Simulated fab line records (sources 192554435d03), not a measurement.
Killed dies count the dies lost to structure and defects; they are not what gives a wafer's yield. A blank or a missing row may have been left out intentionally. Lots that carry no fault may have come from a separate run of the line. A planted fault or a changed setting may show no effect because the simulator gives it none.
A lot that was struck, set against a sound lot || flow n5-finfet || 15 out of 1938 route steps
Sound: these wafers, L736.1, L736.4, L736.5. Struck: wafer L737.5 (L737.2, L737.4, from the same lot, were not struck and are left out); the cause is given at the end.
For every step that has rows: the tool of each side, followed by ch and its chambers, followed by its first start. Under that, the readings that differ: sound wafers || struck wafers || difference of the means || sigmas: that difference in standard deviations of wafers without a fault.
alike: words and numbers the same on both sides, and readings whose means are apart by under 2 such deviations; not compared: readings that were withheld, readings missing a value for some wafer, numbers with overlapping values and no deviation given by the record, and bounds like >300 which may hide the same value.
A row with sigmas, a row that says differs or no value, or rows on one side alone: a step with any of these is where the two part. When numbers do not overlap yet have no deviation, they are printed without sigmas and do not part them. A reading that every wafer of one side lacks parts them only if that side has two wafers or more.

first, 3 steps without rows for these wafers: N5_BEOL_M9_EXPOSE_25 (exposes mask V8); N5_BEOL_M9_PEB_26 (peb time 60 s); N5_BEOL_M9_DEVELOP_27 (develop time 30 s).
N5_BEOL_M9_CD_MEAS_28: target cd 70 nm.
  sound on cd-sem-03 ch 0, day 10 21:16; struck on cd-sem-01 ch 0, day 11 16:52
  alike: cd-nm
N5_BEOL_M9_OVL_MEAS_29:
  sound on overlay-02 ch 0, day 10 21:17; struck on overlay-01 ch 0, day 11 16:55
  alike: V8_OVL
N5_BEOL_M9_INSPECT_30: inspects for defects (brightfield).
  sound: defect-inspect-02 at day 10 21:21; struck: defect-inspect-02 at day 11 16:58
  alike: raw-defect-count
N5_BEOL_M9_DESCUM_33: chemistry O2, time 7 s.
  sound on rie-diel-06 ch 0,1,2, day 10 21:26; struck on rie-diel-03 ch 0, day 11 17:00
  alike: drypump-motor-current-A, oes-product-au, rf-vpp-V, showerhead-plenum-p-Torr, throttle-valve-pct
  not compared: rf-hours-counter-h
N5_BEOL_M9_ETCH_76: etches underlayer in N2/H2, target depth 6.5 nm, time 5.2 s.
  sound on rie-diel-06 ch 0,1,2, day 10 21:28; struck on rie-diel-03 ch 0, day 11 17:02
  alike: drypump-motor-current-A, etch-rf-on-time-s, oes-product-au, rf-vpp-V, showerhead-plenum-p-Torr, throttle-valve-pct
  not compared: rf-hours-counter-h
N5_BEOL_M9_ETCH_65: etches SiARC in CF4, target depth 15.6 nm, time 26 s.
  sound on rie-diel-06 ch 0,1,2, day 10 21:29; struck on rie-diel-03 ch 0, day 11 17:03
  alike: drypump-motor-current-A, etch-rf-on-time-s, oes-product-au, rf-vpp-V, showerhead-plenum-p-Torr, throttle-valve-pct
  not compared: rf-hours-counter-h
N5_BEOL_M9_ETCH_66: etches SOC in N2/H2, target depth 80 nm, overetch 16 nm, time 120 s.
  sound on rie-diel-06 ch 0,1,2, day 10 21:31; struck on rie-diel-03 ch 0, day 11 17:05
  alike: drypump-motor-current-A, oes-product-au, rf-vpp-V, showerhead-plenum-p-Torr, throttle-valve-pct
  not compared: rf-hours-counter-h
then, 2 steps without rows for these wafers: N5_BEOL_M9_STRIP_69 (strips in N2/H2); N5_BEOL_M9_STRIP_77 (strips in N2/H2).
N5_BEOL_M9_VIA_ETCH_34: etches SiCOH lowk in C4F6/O2, target depth 182.4 nm, time 68.4 s.
  sound on rie-diel-06 ch 0,1,2, day 10 21:37; struck on rie-diel-03 ch 0, day 11 17:11
{"reading": "oes-product-au (a.u.)", "sound": "0.72 0.72 0.68", "struck": 0.97, "difference": "+0.26", "sigmas": "+4"}
{"reading": "model.etch.depth-nm (nm)", "sound": "177.6 182.9 177", "struck": 296.8, "difference": "+117.6", "sigmas": ""}
{"reading": "model.SOC_of_BEOL_M9_COAT_63.thk-nm (nm)", "sound": "51.2 50.6 51", "struck": 46, "difference": -5, "sigmas": ""}
  alike: drypump-motor-current-A, rf-vpp-V, showerhead-plenum-p-Torr, throttle-valve-pct
  not compared: rf-hours-counter-h
then, 1 step without rows for these wafers: N5_BEOL_M9_STRIP_73 (strips in C4F6/O2).
N5_PASSIVATION_PROBE_49:
  the record holds rows for the sound wafers here (prober-01, day 13 12:43) but none for the struck ones

WHERE THEY PART
Earliest at N5_BEOL_M9_VIA_ETCH_34; latest, in this record, at N5_PASSIVATION_PROBE_49.

WHY: whatever the simulator had introduced
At N5_BEOL_M9_VIA_ETCH_34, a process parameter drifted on rie-diel-03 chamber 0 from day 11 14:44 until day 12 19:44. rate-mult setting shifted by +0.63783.
